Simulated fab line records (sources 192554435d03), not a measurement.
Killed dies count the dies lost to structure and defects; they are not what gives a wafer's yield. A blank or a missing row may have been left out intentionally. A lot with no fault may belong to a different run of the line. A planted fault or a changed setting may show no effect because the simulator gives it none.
fab line records	flow n5Finfet
record lots=7	wafers=39
route steps=1938 shown ZERO_LAYER@11 PMOS_HMC_CHANNEL_EPI@73 SD_EPI_N@292 SDB@373 MOL_CONTACT_COAG@586 BEOL_M1@754 BEOL_M2@910 BEOL_M3@950 BEOL_M4@1100 BEOL_M7@1299 BEOL_M8@1371 BEOL_M12@1650 BEOL_M15@1809 PASSIVATION@1936
startH: hours from the record's opening day to when the first of the lot's shown wafers began	waitH: hours since the lot's step before	" as in the row above	L1.1+2: several wafers, shown together as one row	- either no value or no given start	* or withheld: withheld	< > ~ a bound
route shown NAME@n: NAME is a module with steps in the file, n the number in the route of the first one	usual: mean/standard deviation of fault-free wafers	same: alike in all rows	chamber/n: place in a boat	sites: per-site readings	_std_site: their standard deviation	_edge_site: outer sites' mean less inner sites'	radiusMm: for every site, how far away it sits from the centre of the wafer	mask NAME#n: copy n	behind: tool/chamber where the wafer was last shaped	hold: reason for holding the lot/hours on hold/outcome of the hold	device: names the non-switching transistor (n, p or np)	end of line: tests run on the same wafers once the route is complete	a step without rows: its recipe alone	killed: dies that structure and defects cost at the first sort, which is not the same as the wafer's yield	map: per-die view of a wafer (x killed, . not killed, _ where there is no die)
set.NAME: the setting the step ran with; set.NAME@STEP: the setting that earlier step ran with	model.NAME: the simulator's own value behind a step, which no gauge read
lots run with intentionally changed settings; tables by step, rows by wafer
## steps
# step N5_ZERO_LAYER_DEVELOP_10
# recipe developTimeS=60	rinseLiquid=diw	dry=airSpin	devTempC=21
# step N5_PMOS_HMC_CHANNEL_EPI_ETCH_38
# recipe chemistry=CF4	target=SiO2	targetDepthA=15	ionEnergyEv=350	pressureMtorr=10	icpW=800	biasW=400	cf4FlowSccm=80
# step N5_SD_EPI_N_PRECLEAN_49
# recipe chemistry=NF3:NH3	afsCycles=1	tempC=30	timeS=20	sublimationTempC=180	sublimationTimeS=60	pressureTorr=3	rfPowerW=30
# step N5_SDB_ALD_29
# recipe material=SiNx	targetThkA=300	tempC=400	aldPrecursorFamily=SiH2I2	aldCoReactant=N2/H2-plasma	pulseTimeS=1	aldCycles=600	purgeTimeS=2	coReactantPurgeTimeS=2	pressureTorr=2
# step N5_MOL_CONTACT_COAG_VIA_ETCH_46
# recipe chemistry=C4F6/O2	targetDepthA=460	overetchA=92	maskMaterial=SOC	target=SiO2	biasW=455	pressureMtorr=10	timeS=40	sourceW=325	Ar_flow_sccm=300	C4F6_flow_sccm=10	O2_flow_sccm=10	ionEnergyEv=575.3	ends=endPoint
# step N5_BEOL_M1_HM_DEP_02
# recipe material=TiN	targetThkA=200	tempC=25	chamberPressurePa=0.49996
# step N5_BEOL_M2_SPUTTER_86
# recipe material=Cu	targetThkA=45	tempC=-20	chamberPressurePa=0.07	powerW=withheld	timeS=8.29
# step N5_BEOL_M3_ETCH_64
# recipe chemistry=N2/H2	target=SOC	targetDepthA=750	overetchA=150	maskMaterial=SiARC	tempC=40	timeS=112.5	ionEnergyEv=200	pressureMtorr=30	sourceW=840	biasW=150	n2FlowSccm=200	h2FlowSccm=200
# step N5_BEOL_M4_SPUTTER_96
# step N5_BEOL_M7_DESCUM_33
# recipe chemistry=O2	timeS=7	sourcePowerW=50	biasPowerW=20	pressureMtorr=20	rfFrequencyHz=2.712e+07	tempC=40	resist=CAR-EUV	o2FlowSccm=225
# step N5_BEOL_M8_ETCH_66
# recipe chemistry=N2/H2	target=SOC	targetDepthA=800	overetchA=160	maskMaterial=SiARC	tempC=40	timeS=120	ionEnergyEv=200	pressureMtorr=30	sourceW=840	biasW=150	n2FlowSccm=200	h2FlowSccm=200
# step N5_BEOL_M12_SPUTTER_45
# recipe material=Cu	targetThkA=800	tempC=-20	biasV=60	powerW=26000	chamberPressurePa=0.13	timeS=13.33
# step N5_BEOL_M15_TRENCH_ETCH_34
# recipe chemistry=C4F8/O2/Ar	target=SiO2	targetDepthA=8729.3	heInnerTorr=15	heOuterTorr=30	timeS=199	ionEnergyEv=800	pressureMtorr=20	sourceW=1905	biasW=2040	Ar_flow_sccm=400	C4F8_flow_sccm=16	O2_flow_sccm=12
# step N5_PASSIVATION_PROBE_49
# usual killedAtContacts=12/5.9	killedOnRim=13/4.3
lot.wafer	tool	chamber	startH	waitH	set.developTimeS@ZERO_LAYER_DEVELOP_10	set.targetDepthA@PMOS_HMC_CHANNEL_EPI_ETCH_38	set.timeS@SD_EPI_N_PRECLEAN_49	set.aldCycles@SDB_ALD_29	set.targetDepthA@MOL_CONTACT_COAG_VIA_ETCH_46	set.targetThkA@BEOL_M1_HM_DEP_02	set.timeS@BEOL_M2_SPUTTER_86	set.timeS@BEOL_M3_ETCH_64	set.targetThkA@BEOL_M4_SPUTTER_96	set.timeS@BEOL_M7_DESCUM_33	set.targetDepthA@BEOL_M8_ETCH_66	set.timeS@BEOL_M12_SPUTTER_45	set.timeS@BEOL_M15_TRENCH_ETCH_34	killedAtContacts	killedOnRim
L080.1	prober-02	-	325.45	0.0	60	7.861	20	600	543.5	148.5	8.29	112.5	45	5.14	1141	17.24	199	12	8
L080.2	prober-02	-	325.50	0.1	60	15	12.86	751	543.5	200	8.29	48.97	45	7	1141	13.33	199	18	152
L080.3	prober-02	-	325.55	0.1	60	15	20	600	460	200	8.29	112.5	45	5.14	800	13.33	199	19	21
L080.4	prober-02	-	325.60	0.2	60	7.861	12.86	751	460	200	3.452	48.97	45	7	1141	17.24	127.6	17	152
L080.5	prober-02	-	325.65	0.2	60	7.861	12.86	600	460	148.5	3.452	48.97	45	5.14	800	13.33	127.6	23	152
L080.6	prober-02	-	325.70	0.3	60	15	20	751	543.5	148.5	3.452	112.5	45	7	800	17.24	127.6	22	12
L083.1	prober-02	-	335.19	0.0	60	15	20	326	460	200	8.29	140.6	62.31	4.421	800	13.33	199	6	18
L083.2	prober-02	-	335.24	0.1	31.35	15	20	600	237.8	200	8.29	140.6	62.31	7	643.2	13.33	199	1077	152
L083.3	prober-02	-	335.29	0.1	31.35	22.94	20	326	237.8	200	5.013	112.5	62.31	7	800	13.33	199	1089	152
L083.4	prober-02	-	335.34	0.2	31.35	15	20	600	460	200	5.013	112.5	45	4.421	643.2	13.33	199	6	16
L083.5	prober-02	-	335.39	0.2	60	22.94	20	326	460	200	5.013	140.6	45	7	800	13.33	199	13	18
L083.6	prober-02	-	335.44	0.3	60	22.94	20	600	237.8	200	8.29	112.5	45	4.421	643.2	13.33	199	1091	152
L089.1	prober-02	-	356.97	0.0	36	15	20	600	365.2	200	8.29	112.5	68.77	7	800	13.33	254.2	32	16
L089.2	prober-02	-	357.02	0.1	60	23.77	8.548	371	460	295.4	8.29	89.02	45	7	800	16.26	199	8	88
L089.3	prober-02	-	357.07	0.1	60	15	8.548	600	365.2	295.4	10.59	89.02	45	9.955	800	13.33	254.2	20	52
L089.4	prober-02	-	357.12	0.2	36	23.77	20	371	365.2	200	8.29	112.5	45	9.955	1060	13.33	199	384	60
L089.5	prober-02	-	357.17	0.2	36	15	8.548	371	460	200	10.59	89.02	68.77	9.955	1060	16.26	199	23	18
L089.6	prober-02	-	357.22	0.3	60	23.77	20	600	460	295.4	10.59	112.5	68.77	7	1060	16.26	254.2	21	54
L090.1	prober-01	-	367.58	0.0	48.71	17.96	20	600	299	265.3	8.29	112.5	45	4.774	1235	13.33	306.3	1117	152
L090.2	prober-01	-	367.63	0.1	48.71	17.96	20	600	460	200	8.29	95.22	45	4.774	800	13.33	199	0	10
L090.3	prober-01	-	367.68	0.1	48.71	15	20	600	460	265.3	9.722	95.22	45	7	800	17.2	306.3	17	15
L090.4	prober-01	-	367.73	0.2	60	17.96	20	600	299	200	9.722	95.22	45	4.774	1235	17.2	199	1106	152
L090.5	prober-01	-	367.78	0.2	60	15	20	600	299	200	9.722	112.5	45	7	800	13.33	306.3	1105	134
L090.6	prober-01	-	367.83	0.3	60	15	20	600	460	265.3	8.29	112.5	45	7	1235	17.2	199	15	17
L092.3	prober-01	-	376.34	0.1	60	15	20	600	460	200	8.29	112.5	45	7	800	13.33	199	15	15
L092.4	prober-01	-	376.39	0.2	60	15	20	600	460	200	8.29	112.5	45	7	800	13.33	199	27	15
L092.5	prober-01	-	376.44	0.2	60	15	20	600	460	200	8.29	112.5	45	7	800	13.33	199	29	15
L094.1	prober-01	-	399.58	0.0	60	20.48	20	600	460	200	8.29	112.5	65.52	7	396.5	15.79	199	10	58
L094.2	prober-01	-	399.63	0.1	60	20.48	20	600	460	200	10.71	131.4	45	7	800	15.79	199	9	10
L094.3	prober-01	-	399.68	0.1	60	15	20	600	460	200	10.71	131.4	45	9.663	396.5	13.33	199	14	126
L094.4	prober-01	-	399.73	0.2	60	15	20	389	460	200	8.29	112.5	45	7	800	13.33	199	10	14
L094.5	prober-01	-	399.78	0.2	60	15	20	389	460	200	10.71	112.5	65.52	9.663	396.5	15.79	199	2	56
L094.6	prober-01	-	399.83	0.3	60	20.48	20	389	460	200	8.29	131.4	65.52	9.663	800	13.33	199	19	19
L097.1	prober-01	-	406.39	0.0	95.07	15	20	892	460	200	8.29	112.5	63.31	7	1107	13.33	199	20	7
L097.2	prober-01	-	406.44	0.1	95.07	7.513	20	892	460	200	8.29	112.5	45	7	800	8.91	199	14	27
L097.3	prober-01	-	406.49	0.1	95.07	7.513	8.092	600	460	200	8.29	176.8	45	7	800	13.33	199	12	19
L097.4	prober-01	-	406.54	0.2	60	15	8.092	892	460	200	8.29	176.8	45	7	1107	8.91	199	14	27
L097.5	prober-01	-	406.59	0.2	60	15	8.092	600	460	200	8.29	112.5	63.31	7	1107	8.91	199	10	28
L097.6	prober-01	-	406.64	0.3	60	7.513	20	600	460	200	8.29	176.8	63.31	7	800	13.33	199	17	8
# killed by level:class
L080.1 MOL_CONTACT_COAG:geometricParticle:open=9 FIN_SAQP:geometricParticle:open=7 BEOL_M2:geometricParticle:open=7 FIN_SAQP:geometricParticle:short=4 BEOL_M0_SAQP:geometricParticle:open=4 MIM_TOP_ETCH:geometricParticle:short=4 BEOL_M4:geometricParticle:open=4 MIM_TOP_ETCH:geometricParticle:open=4
L080.2 BEOL_M3:areaEtch=1070 MOL_CONTACT_COAG:geometricParticle:open=17 BEOL_M3:geometricParticle:open=10 FIN_SAQP:geometricParticle:open=9 BEOL_M2:geometricParticle:open=8 BEOL_M1:geometricParticle:open=7 FIN_SAQP:geometricParticle:short=5 STI_FIN_REVEAL:geometricParticle:open=5
L080.3 MOL_CONTACT_COAG:geometricParticle:open=16 FIN_SAQP:geometricParticle:open=10 BEOL_M2:geometricParticle:open=9 BEOL_M0_SAQP:geometricParticle:short=9 BEOL_M0_SAQP:geometricParticle:open=7 BEOL_M1:geometricParticle:open=7 FIN_SAQP:geometricParticle:short=6 GATE_CUT:geometricParticle:short=5
L080.4 BEOL_M3:areaEtch=1085 MOL_CONTACT_COAG:geometricParticle:open=15 FIN_SAQP:geometricParticle:open=7 STI_FIN_REVEAL:geometricParticle:open=6 BEOL_M4:geometricParticle:open=6 FIN_SAQP:geometricParticle:short=5 BEOL_M2:geometricParticle:open=5 BEOL_M3:geometricParticle:open=5
L080.5 BEOL_M3:areaEtch=1075 MOL_CONTACT_COAG:geometricParticle:open=16 FIN_SAQP:geometricParticle:open=11 BEOL_M2:geometricParticle:open=9 MOL_CONTACT_COAG:geometricParticle:short=7 STI_FIN_REVEAL:geometricParticle:open=7 BEOL_M1:geometricParticle:open=5 BEOL_M4:geometricParticle:open=5
L080.6 MOL_CONTACT_COAG:geometricParticle:open=18 FIN_SAQP:geometricParticle:open=8 FIN_SAQP:geometricParticle:short=6 STI_FIN_REVEAL:geometricParticle:open=6 BEOL_M1:geometricParticle:open=6 BEOL_M2:geometricParticle:open=6 BEOL_M3:geometricParticle:open=6 BEOL_M15:areaEcd=6
L083.1 FIN_SAQP:geometricParticle:short=14 FIN_SAQP:geometricParticle:open=14 BEOL_M2:geometricParticle:open=13 BEOL_M4:geometricParticle:open=10 STI_FIN_REVEAL:geometricParticle:open=8 STI_FIN_REVEAL:geometricParticle:short=7 BEOL_M3:geometricParticle:open=7 BEOL_M0_SAQP:geometricParticle:open=6
L083.2 MOL_CONTACT_COAG:areaEtch=1069 FIN_SAQP:geometricParticle:open=11 FIN_SAQP:geometricParticle:short=11 BEOL_M0_SAQP:geometricParticle:short=9 STI_FIN_REVEAL:geometricParticle:open=7 MOL_CONTACT_COAG:geometricParticle:open=6 BEOL_M0_SAQP:geometricParticle:open=6 BEOL_M4:geometricParticle:open=5
L083.3 MOL_CONTACT_COAG:areaEtch=1077 FIN_SAQP:geometricParticle:short=11 STI_FIN_REVEAL:geometricParticle:open=10 MOL_CONTACT_COAG:geometricParticle:open=10 BEOL_M2:geometricParticle:open=9 FIN_SAQP:geometricParticle:open=8 BEOL_M4:geometricParticle:open=8 BEOL_M0_SAQP:geometricParticle:short=4
L083.4 STI_FIN_REVEAL:geometricParticle:open=13 BEOL_M0_SAQP:geometricParticle:open=9 FIN_SAQP:geometricParticle:open=8 BEOL_M2:geometricParticle:open=7 BEOL_M0_SAQP:geometricParticle:short=7 MOL_CONTACT_COAG:geometricParticle:open=6 BEOL_M1:geometricParticle:open=6 BEOL_M4:geometricParticle:open=6
L083.5 FIN_SAQP:geometricParticle:short=13 BEOL_M0_SAQP:geometricParticle:open=8 MOL_CONTACT_COAG:geometricParticle:open=8 FIN_SAQP:geometricParticle:open=7 BEOL_M2:geometricParticle:open=6 BEOL_M0_SAQP:geometricParticle:short=6 BEOL_M0:geometricParticle:short=6 BEOL_M4:geometricParticle:open=6
L083.6 MOL_CONTACT_COAG:areaEtch=1082 FIN_SAQP:geometricParticle:open=19 STI_FIN_REVEAL:geometricParticle:open=17 MOL_CONTACT_COAG:geometricParticle:open=8 BEOL_M4:geometricParticle:open=7 FIN_SAQP:geometricParticle:short=6 BEOL_M1:geometricParticle:open=6 STI_FIN_REVEAL:geometricParticle:short=5
L089.1 BEOL_M0_SAQP:geometricParticle:short=17 BEOL_M4:geometricParticle:open=17 MOL_CONTACT_COAG:geometricParticle:open=15 BEOL_M0_SAQP:geometricParticle:open=10 MOL_CONTACT_COAG:areaEtch=9 MOL_CONTACT_COAG:geometricParticle:short=8 FIN_SAQP:geometricParticle:open=7 BEOL_M3:geometricParticle:open=7
L089.2 BEOL_M1:areaOpen=617 BEOL_M0_SAQP:geometricParticle:short=16 FIN_SAQP:geometricParticle:short=11 BEOL_M2:geometricParticle:open=10 FIN_SAQP:geometricParticle:open=8 BEOL_M0_SAQP:geometricParticle:open=8 BEOL_M4:geometricParticle:open=8 BEOL_M3:geometricParticle:open=7
L089.3 BEOL_M1:areaOpen=429 MOL_CONTACT_COAG:areaEtch=12 BEOL_M3:geometricParticle:open=11 BEOL_M0_SAQP:geometricParticle:open=11 BEOL_M4:geometricParticle:open=11 BEOL_M0_SAQP:geometricParticle:short=8 FIN_SAQP:geometricParticle:open=6 MOL_CONTACT_COAG:geometricParticle:open=6
L089.4 MOL_CONTACT_COAG:areaEtch=377 BEOL_M0_SAQP:geometricParticle:open=23 BEOL_M4:geometricParticle:open=16 BEOL_M0_SAQP:geometricParticle:short=10 FIN_SAQP:geometricParticle:open=7 MOL_CONTACT_COAG:geometricParticle:open=7 STI_FIN_REVEAL:geometricParticle:open=5 GATE_CUT:geometricParticle:open=5
L089.5 MOL_CONTACT_COAG:geometricParticle:open=17 BEOL_M0_SAQP:geometricParticle:short=16 BEOL_M0_SAQP:geometricParticle:open=13 BEOL_M4:geometricParticle:open=13 BEOL_M3:geometricParticle:open=13 STI_FIN_REVEAL:geometricParticle:open=7 GATE_CUT:geometricParticle:short=6 MOL_CONTACT_COAG:geometricParticle:short=6
L089.6 BEOL_M1:areaOpen=509 MOL_CONTACT_COAG:geometricParticle:open=17 BEOL_M0_SAQP:geometricParticle:open=14 BEOL_M4:geometricParticle:open=12 BEOL_M3:geometricParticle:open=11 BEOL_M0_SAQP:geometricParticle:short=10 BEOL_M1:geometricParticle:open=8 BEOL_M4:geometricParticle:short=5
L090.1 MOL_CONTACT_COAG:areaEtch=1100 MOL_CONTACT_COAG:geometricParticle:open=14 DUMMY_GATE:geometricParticle:open=9 BEOL_M4:geometricParticle:open=9 FIN_SAQP:geometricParticle:open=6 BEOL_M1:geometricParticle:open=4 MIM_BOT:geometricParticle:open=4 STI_FIN_REVEAL:geometricParticle:open=3
L090.2 BEOL_M0_SAQP:geometricParticle:open=10 BEOL_M0_SAQP:geometricParticle:short=7 BEOL_M1:geometricParticle:open=7 STI_FIN_REVEAL:geometricParticle:open=5 BEOL_M8:geometricParticle:open=5 FIN_SAQP:geometricParticle:open=4 FIN_SAQP:geometricParticle:short=3 GATE_CUT:geometricParticle:open=3
L090.3 BEOL_M1:areaOpen=429 MOL_CONTACT_COAG:geometricParticle:open=16 BEOL_M1:geometricParticle:open=12 BEOL_M0_SAQP:geometricParticle:short=10 BEOL_M3:geometricParticle:open=6 STI_FIN_REVEAL:geometricParticle:open=5 BEOL_M0_SAQP:geometricParticle:open=5 DUMMY_GATE:geometricParticle:open=4
L090.4 MOL_CONTACT_COAG:areaEtch=1093 MOL_CONTACT_COAG:geometricParticle:open=9 BEOL_M2:geometricParticle:open=9 BEOL_M0_SAQP:geometricParticle:short=8 STI_FIN_REVEAL:geometricParticle:open=6 BEOL_M0_SAQP:geometricParticle:open=5 GATE_CUT:geometricParticle:open=4 MOL_CONTACT_COAG:geometricParticle:short=4
L090.5 MOL_CONTACT_COAG:areaEtch=1094 MOL_CONTACT_COAG:geometricParticle:open=6 FIN_SAQP:geometricParticle:short=5 MOL_CONTACT_COAG:geometricParticle:short=5 BEOL_M2:geometricParticle:open=5 GATE_CUT:geometricParticle:short=3 GATE_CUT:geometricParticle:open=3 BEOL_M0_SAQP:geometricParticle:short=3
L090.6 MOL_CONTACT_COAG:geometricParticle:open=12 STI_FIN_REVEAL:geometricParticle:open=11 BEOL_M0_SAQP:geometricParticle:short=10 BEOL_M0:geometricParticle:open=6 BEOL_M2:geometricParticle:open=6 DUMMY_GATE:geometricParticle:open=5 GATE_CUT:geometricParticle:open=5 BEOL_M0_SAQP:geometricParticle:open=5
L092.3 STI_FIN_REVEAL:geometricParticle:open=21 MOL_CONTACT_COAG:geometricParticle:open=13 BEOL_M0:geometricParticle:short=5 FIN_SAQP:geometricParticle:open=4 FIN_SAQP:geometricParticle:short=4 BEOL_M2:geometricParticle:short=4 BEOL_M0_SAQP:geometricParticle:short=3 BEOL_M0_SAQP:geometricParticle:open=3
L092.4 MOL_CONTACT_COAG:geometricParticle:open=24 BEOL_M2:geometricParticle:short=9 STI_FIN_REVEAL:geometricParticle:open=8 FIN_SAQP:geometricParticle:open=7 BEOL_M0:geometricParticle:short=7 BEOL_M0_SAQP:geometricParticle:open=6 BEOL_M2:geometricParticle:open=5 BEOL_M3:geometricParticle:short=5
L092.5 MOL_CONTACT_COAG:geometricParticle:open=23 STI_FIN_REVEAL:geometricParticle:open=15 BEOL_M0_SAQP:geometricParticle:open=7 MOL_CONTACT_COAG:geometricParticle:short=6 BEOL_M3:geometricParticle:short=6 BEOL_M2:geometricParticle:open=5 BEOL_M2:geometricParticle:short=5 ILD0:geometricParticle:open=4
L094.1 BEOL_M8:areaEtch=301 BEOL_M0_SAQP:geometricParticle:open=17 BEOL_M0_SAQP:geometricParticle:short=9 BEOL_M2:geometricParticle:open=8 FIN_SAQP:geometricParticle:open=7 MOL_CONTACT_COAG:geometricParticle:open=7 GATE_CUT:geometricParticle:short=6 BEOL_M1:geometricParticle:open=6
L094.2 BEOL_M0_SAQP:geometricParticle:short=11 BEOL_M1:geometricParticle:open=11 BEOL_M0_SAQP:geometricParticle:open=10 BEOL_M2:geometricParticle:open=9 DUMMY_GATE:geometricParticle:open=5 MOL_CONTACT_COAG:geometricParticle:open=5 FIN_SAQP:geometricParticle:open=4 FIN_SAQP:geometricParticle:short=4
L094.3 BEOL_M8:areaEtch=934 BEOL_M0_SAQP:geometricParticle:short=13 FIN_SAQP:geometricParticle:open=12 BEOL_M0_SAQP:geometricParticle:open=12 MOL_CONTACT_COAG:geometricParticle:open=10 FIN_SAQP:geometricParticle:short=7 BEOL_M1:geometricParticle:short=6 BEOL_M2:geometricParticle:open=6
L094.4 BEOL_M0_SAQP:geometricParticle:open=14 BEOL_M0_SAQP:geometricParticle:short=13 GATE_CUT:geometricParticle:open=9 FIN_SAQP:geometricParticle:short=8 GATE_CUT:geometricParticle:short=7 MOL_CONTACT_COAG:geometricParticle:open=5 MOL_CONTACT_COAG:geometricParticle:short=5 BEOL_M2:geometricParticle:open=4
L094.5 BEOL_M8:areaEtch=515 BEOL_M0_SAQP:geometricParticle:open=17 BEOL_M0_SAQP:geometricParticle:short=16 BEOL_M3:geometricParticle:open=15 BEOL_M4:geometricParticle:open=10 BEOL_M1:geometricParticle:open=6 ILD0:geometricParticle:short=4 GATE_CUT:geometricParticle:short=4
L094.6 FIN_SAQP:geometricParticle:open=20 BEOL_M0_SAQP:geometricParticle:short=20 MOL_CONTACT_COAG:geometricParticle:open=14 BEOL_M0_SAQP:geometricParticle:open=12 BEOL_M3:geometricParticle:open=8 FIN_SAQP:geometricParticle:short=6 STI_FIN_REVEAL:geometricParticle:open=6 MOL_CONTACT_COAG:geometricParticle:short=5
L097.1 BEOL_M4:geometricParticle:open=17 MOL_CONTACT_COAG:geometricParticle:open=14 BEOL_M0_SAQP:geometricParticle:short=13 BEOL_M0_SAQP:geometricParticle:open=11 STI_FIN_REVEAL:geometricParticle:open=6 MOL_CONTACT_COAG:geometricParticle:short=4 BEOL_M2:geometricParticle:open=4 FIN_SAQP:geometricParticle:short=3
L097.2 BEOL_M12:interfaceVoidOpened=21 MOL_CONTACT_COAG:geometricParticle:open=12 BEOL_M0_SAQP:geometricParticle:open=12 BEOL_M0_SAQP:geometricParticle:short=8 FIN_SAQP:geometricParticle:open=7 BEOL_M4:geometricParticle:open=7 STI_FIN_REVEAL:geometricParticle:open=6 FIN_SAQP:geometricParticle:short=4
L097.3 MOL_CONTACT_COAG:geometricParticle:open=10 BEOL_M3:geometricParticle:open=10 BEOL_M2:geometricParticle:open=9 BEOL_M4:geometricParticle:open=9 HKMG_FIN:areaEtch=8 FIN_SAQP:geometricParticle:short=7 BEOL_M0_SAQP:geometricParticle:short=7 FIN_SAQP:geometricParticle:open=6
L097.4 BEOL_M12:interfaceVoidOpened=34 MOL_CONTACT_COAG:geometricParticle:open=12 FIN_SAQP:geometricParticle:open=8 FIN_SAQP:geometricParticle:short=7 BEOL_M4:geometricParticle:open=5 BEOL_M3:geometricParticle:open=5 BEOL_M0_SAQP:geometricParticle:open=4 STI_FIN_REVEAL:geometricParticle:open=3
L097.5 BEOL_M12:interfaceVoidOpened=31 MOL_CONTACT_COAG:geometricParticle:open=8 BEOL_M4:geometricParticle:open=8 BEOL_M3:geometricParticle:open=7 HKMG_FIN:areaEtch=6 FIN_SAQP:geometricParticle:open=5 DUMMY_GATE:geometricParticle:open=5 BEOL_M0_SAQP:geometricParticle:short=5
L097.6 BEOL_M4:geometricParticle:open=13 MOL_CONTACT_COAG:geometricParticle:open=12 BEOL_M1:geometricParticle:open=11 FIN_SAQP:geometricParticle:open=9 BEOL_M0_SAQP:geometricParticle:open=7 STI_FIN_REVEAL:geometricParticle:open=5 DUMMY_GATE:geometricParticle:open=5 BEOL_M2:geometricParticle:open=5
## key
split step=N5_ZERO_LAYER_DEVELOP_10	setting=developTimeS	statedAs=60
response none clear
split step=N5_PMOS_HMC_CHANNEL_EPI_ETCH_38	setting=targetDepthA	statedAs=15
response none clear
split step=N5_SD_EPI_N_PRECLEAN_49	setting=timeS	statedAs=20
response none clear
split step=N5_SDB_ALD_29	setting=aldCycles	statedAs=600
response none clear
split step=N5_MOL_CONTACT_COAG_VIA_ETCH_46	setting=targetDepthA	statedAs=460
response step=N5_PASSIVATION_PROBE_49	reading=killedAtContacts	slope=-21.5	per=1%	togetherWith=all	explained=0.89
response step=N5_PASSIVATION_PROBE_49	reading=killedOnRim	slope=-2.75	per=1%	togetherWith=all	explained=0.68
split step=N5_BEOL_M1_HM_DEP_02	setting=targetThkA	statedAs=200
response none clear
split step=N5_BEOL_M2_SPUTTER_86	setting=timeS	statedAs=8.29
response none clear
split step=N5_BEOL_M3_ETCH_64	setting=timeS	statedAs=112.5
response none clear
split step=N5_BEOL_M4_SPUTTER_96	setting=targetThkA	statedAs=45
response none clear
split step=N5_BEOL_M7_DESCUM_33	setting=timeS	statedAs=7
response none clear
split step=N5_BEOL_M8_ETCH_66	setting=targetDepthA	statedAs=800
response none clear
split step=N5_BEOL_M12_SPUTTER_45	setting=timeS	statedAs=13.33
response none clear
split step=N5_BEOL_M15_TRENCH_ETCH_34	setting=timeS	statedAs=199
response none clear
